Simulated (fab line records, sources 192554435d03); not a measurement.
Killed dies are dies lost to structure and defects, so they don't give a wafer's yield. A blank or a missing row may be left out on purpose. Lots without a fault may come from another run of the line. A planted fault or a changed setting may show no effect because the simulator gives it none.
Chamber matching | flow n5_finfet | N5_SD_EPI_P_ETCH_16 on rie_diel-05: 3 sister chambers
The step etches SiO2 in CHF3/O2, target depth 5 nm. 16 wafers are shown with their chamber, then 8 later ones without.

WAFERS WITH THEIR CHAMBER
wafer  | chamber | drypump_motor_current_A (A) | rf_vpp_V (V) | throttle_valve_pct (%)
L074.2 | 1       | 5.5                         | 520          | 18.7
L074.4 | 2       | 5.8                         | 511          | 18.9
L074.5 | 3       | 5.3                         | 518          | 19.0
L082.2 | 1       | 5.5                         | 520          | 18.7
L082.5 | 3       | 5.3                         | 518          | 19.1
L082.6 | 2       | 5.8                         | 512          | 18.9
L085.1 | 2       | 5.7                         | 512          | 18.5
L085.2 | 1       | 5.5                         | 519          | 18.8
L085.6 | 3       | 5.3                         | 516          | 19.1
L086.4 | 2       | 5.8                         | 513          | 18.5
L086.5 | 2       | 5.8                         | 511          | 18.5
L086.6 | 1       | 5.5                         | 520          | 18.8
L088.2 | 2       | 5.8                         | 513          | 18.5
L088.3 | 3       | 5.2                         | 518          | 19.1
L088.6 | 2       | 5.8                         | 511          | 18.5
L091.1 | 3       | 5.3                         | 518          | 19.1

SIGNATURES (means of the wafers above)
reading                 | chamber 1 | chamber 2 | chamber 3 | scatter within a chamber
drypump_motor_current_A | 5.500     | 5.786     | 5.280     | 0.0357
rf_vpp_V                | 519.75    | 511.86    | 517.60    | 0.823
throttle_valve_pct      | 18.750    | 18.614    | 19.080    | 0.138
Rule: a wafer's distance from a chamber is the root of the sum, over the readings, of the square of ((its reading less the chamber's mean) divided by the reading's scatter). The wafer belongs to the nearest chamber; if the next one is less than 2 further off, it can't be placed. The scatter: the root of (the sum of the squares of (reading less its chamber's mean) over the shown wafers, divided by (wafers less chambers)).

WAFERS WITHOUT THEIR CHAMBER
wafer  | drypump_motor_current_A (A) | rf_vpp_V (V) | throttle_valve_pct (%)
L091.3 | 5.5                         | 520          | 18.8
L091.4 | 5.8                         | 510          | 18.5
L093.1 | 5.5                         | 519          | 18.8
L093.4 | 5.3                         | 517          | 19.1
L093.5 | 5.8                         | 511          | 18.5
L094.2 | 5.3                         | 518          | 19.1
L094.5 | 5.8                         | 512          | 18.5
L094.6 | 5.3                         | 516          | 19.1

WHICH CHAMBER EACH WENT THROUGH
wafer  | from the rows above | in truth
L091.3 | 1                   | 1
L091.4 | 2                   | 2
L093.1 | 1                   | 1
L093.4 | 3                   | 3
L093.5 | 2                   | 2
L094.2 | 3                   | 3
L094.5 | 2                   | 2
L094.6 | 3                   | 3
Placed correctly: 8 of 8. Can't be placed from these rows: 0. Placed wrongly: 0.
